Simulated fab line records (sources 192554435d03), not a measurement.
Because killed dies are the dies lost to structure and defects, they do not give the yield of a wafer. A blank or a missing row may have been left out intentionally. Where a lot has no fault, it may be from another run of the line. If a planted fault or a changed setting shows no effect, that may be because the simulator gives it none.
Struck lot and sound lot, side by side | flow n5-finfet | 25 out of 1938 route steps
Sound: wafers L523.2, L523.4, L523.6. Wafers struck: L515.2, L515.4. The cause is given at the end.
Per side, at each step with rows, come the tool, then ch with its chambers, and then its first start. Under that, the readings that differ: sound wafers | struck wafers | difference of the means | sigmas: that difference in standard deviations of wafers without a fault.
alike: a reading whose means differ by less than 2 such deviations, as well as words and numbers matching on both sides. not compared: withheld readings; readings where some wafer has no value; bounds like >300 that might hide an equal value; numbers whose values overlap and for which the record gives no deviation.
A row with sigmas, a row that says differs or no value, or rows on one side alone: a step with any of these is where the two part. Non-overlapping numbers with no deviation appear without sigmas and do not part them. A reading that every wafer of one side lacks parts them only if that side has two wafers or more.

first, 10 steps without rows for these wafers: N5_SD_EPI_N_PRECLEAN_24 (cleans in O3/DIW, time 60 s); N5_SD_EPI_N_SRD_25 (time 30 s); N5_SD_EPI_N_PRECLEAN_49 (cleans in NF3:NH3, afs cycles 1, time 20 s, sublimation time 60 s); N5_SD_EPI_N_LINER_46 (material SiNx, target thk 3 nm); N5_SD_EPI_P_COAT_34 (time 60 s, resist thk 350 nm); N5_SD_EPI_P_COAT_35 (time 60 s, resist thk 35 nm); N5_SD_EPI_P_COAT_03 (resist thk 150 nm); N5_SD_EPI_P_EBR_05; N5_SD_EPI_P_SOFTBAKE_04 (time 60 s); N5_SD_EPI_P_EXPOSE_06 (exposes mask SD P BLK, target cd 240 nm).
N5_SD_EPI_P_PEB_07: peb time 60 s.
  sound on litho-track-02 ch 0, day 8 02:48; struck on litho-track-04 ch 0, day 5 23:27
  reading                  | sound                | struck      | difference                    | sigmas
  heater-power-total-W (W) | 174.5 176.4 177.4    | 204.9 201.8 | +27.3                         | +17
  plate-temp-C (C)         | 109.88 109.68 109.91 | - -         | no value on the struck wafers |
then, 1 step without rows for these wafers: N5_SD_EPI_P_DEVELOP_08 (develop time 30 s).
N5_SD_EPI_P_CD_MEAS_09 targets a cd of 240 nm.
  sound on cd-sem-01 ch 0, day 8 02:52; struck on cd-sem-03 ch 0, day 5 23:31
  reading    | sound             | struck      | difference | sigmas
  cd-nm (nm) | 240.4 241.1 240.5 | 231.1 230.7 | -9.8       | -16
N5_SD_EPI_P_DESCUM_14: chemistry O2, time 7.9 s.
  sound on rie-diel-06 ch 0,1, day 8 03:01; struck on rie-diel-02 ch 1,3, day 5 23:37
  reading                   | sound           | struck      | difference | sigmas
  model.SD_EPI_P.cd-nm (nm) | 240.4 241 240.4 | 231.2 230.8 | -9.6       |
  alike: drypump-motor-current-A, oes-product-au, rf-vpp-V, showerhead-plenum-p-Torr, throttle-valve-pct
  not compared: rf-hours-counter-h
then, 7 steps without rows for these wafers: N5_SD_EPI_P_ETCH_36 (etches SiARC in CF4, target depth 45.5 nm, time 75.8 s); N5_SD_EPI_P_ETCH_37 (etches SOC in N2/H2, overetch 108 nm, time 486 s); N5_SD_EPI_P_STRIP_38 (strips in N2/H2); N5_SD_EPI_P_ETCHBACK_46 (etches SiNx in CH3F/O2, stops on SiO2, target depth 17.5 nm); N5_SD_EPI_P_ETCH_47 (etches SiOCN in CH3F/O2, target depth 25 nm); N5_SD_EPI_P_ETCH_16 (etches SiO2 in CHF3/O2, target depth 5 nm); N5_SD_EPI_P_STRIP_50 (strips in CHF3/O2).
N5_SD_EPI_P_SD_RECESS_17: chemistry HBr/Cl2/O2, target depth 39.1 nm, bt time 3 s.
  sound on rie-si-03 ch 0,1,2, day 8 03:43; struck on rie-si-02 ch 0,3, day 6 00:17
  reading                   | sound             | struck      | difference | sigmas
  model.SD_EPI_P.cd-nm (nm) | 240.6 240.2 240.6 | 231.6 229.8 | -9.8       |
  alike: drypump-motor-current-A, mfc-cl2-sccm, oes-product-au, throttle-valve-pct
  not compared: rf-hours-counter-h
then, 1 step without rows for these wafers: N5_SD_EPI_P_WET_ETCH_45 (etches SiO2 in dHF, time 10.7 s, target depth 2 nm, rinse time 30 s).
-- here the record skips 5 days between the struck wafers' starts before and after, leaving off in module SD_EPI_P and picking up in module BEOL_M4 (first step shown: number 1111 of the route) --
N5_BEOL_M4_RC_MEAS_101:
  sound on prober-02 ch 0, day 12 22:56; struck on prober-02 ch 0, day 10 22:47
  alike: DIBL_N, DIBL_P, IOFF_N, IOFF_P, ION_N, ION_P, SS_N, SS_P, VT_N, VT_P
then, 1 step without rows for these wafers: N5_PASSIVATION_PROBE_49.

== WHERE THEY PART ==
First at N5_SD_EPI_P_PEB_07; last, within this record, at N5_SD_EPI_P_CD_MEAS_09. Later steps at which nothing parts them and some readings are alike: N5_SD_EPI_P_DESCUM_14, N5_SD_EPI_P_SD_RECESS_17, N5_BEOL_M4_RC_MEAS_101.

WHY: what had been put in by the simulator
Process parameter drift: litho-track-04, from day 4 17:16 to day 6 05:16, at N5_SD_EPI_P_PEB_07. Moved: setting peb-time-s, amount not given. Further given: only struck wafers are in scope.
